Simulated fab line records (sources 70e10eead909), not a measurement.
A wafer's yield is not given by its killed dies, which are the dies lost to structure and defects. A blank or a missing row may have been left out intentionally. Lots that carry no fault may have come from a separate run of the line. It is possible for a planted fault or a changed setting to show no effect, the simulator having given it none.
Matching of chambers | flow nand harc | NHARC_P_GATE_STRIP_108 on rie diel-02: 4 sister chambers
The step strips in O2. 14 wafers are shown with their chamber, then 6 later ones without.

## WAFERS WITH THEIR CHAMBER
wafer  | chamber | showerhead plenum p Torr (Torr) | drypump motor current A (A) | oes product au (a.u.)
L140.3 | 1       | 3.30                            | 6.7                         | 1.007
L140.4 | 2       | 3.50                            | 6.6                         | 0.976
L140.6 | 2       | 3.50                            | 6.6                         | 0.974
L142.3 | 0       | 3.70                            | 5.3                         | 0.997
L142.4 | 2       | 3.50                            | 6.6                         | 0.981
L142.5 | 1       | 3.30                            | 6.7                         | 1.011
L143.1 | 3       | 3.70                            | 5.9                         | 1.004
L143.2 | 2       | 3.50                            | 6.6                         | 0.993
L143.6 | 2       | 3.50                            | 6.6                         | 0.979
L146.2 | 0       | 3.69                            | 5.3                         | 1.005
L146.3 | 1       | 3.30                            | 6.7                         | 1.010
L147.2 | 1       | 3.30                            | 6.7                         | 1.011
L147.5 | 3       | 3.70                            | 6.0                         | 0.997
L147.6 | 0       | 3.69                            | 5.3                         | 0.997

SIGNATURES, as means of the wafers listed above
reading                  | chamber 0 | chamber 1 | chamber 2 | chamber 3 | scatter within a chamber
showerhead plenum p Torr | 3.6933    | 3.3000    | 3.5000    | 3.7000    | 0.00258
drypump motor current A  | 5.300     | 6.700     | 6.600     | 5.950     | 0.0224
oes product au           | 0.99967   | 1.00975   | 0.98060   | 1.00050   | 0.00547
Rule: for each reading, subtract the chamber's mean from the wafer's reading, divide by that reading's scatter and square the result; add these up over the readings and take the root, which gives the wafer's distance from the chamber. If the next closest chamber is less than 2 further off than the closest, the wafer can't be placed; otherwise it belongs to the closest. The scatter: the root of (the sum of the squares of (reading less its chamber's mean) over the shown wafers, divided by (wafers less chambers)).

## WAFERS WITHOUT THEIR CHAMBER
wafer  | showerhead plenum p Torr (Torr) | drypump motor current A (A) | oes product au (a.u.)
L149.1 | 3.30                            | 6.7                         | 1.010
L149.2 | 3.50                            | 6.6                         | 0.972
L149.5 | 3.69                            | 5.3                         | 0.998
L156.1 | 3.50                            | 6.6                         | 0.984
L156.4 | 3.70                            | 6.0                         | 1.006
L156.5 | 3.69                            | 5.3                         | 1.005

## WHICH CHAMBER EACH WENT THROUGH
wafer  | from the rows above | in truth
L149.1 | 1                   | 1
L149.2 | 2                   | 2
L149.5 | 0                   | 0
L156.1 | 2                   | 2
L156.4 | 3                   | 3
L156.5 | 0                   | 0
Correctly placed: 6 of 6. Not placeable from these rows: 0. 0 placed wrongly.
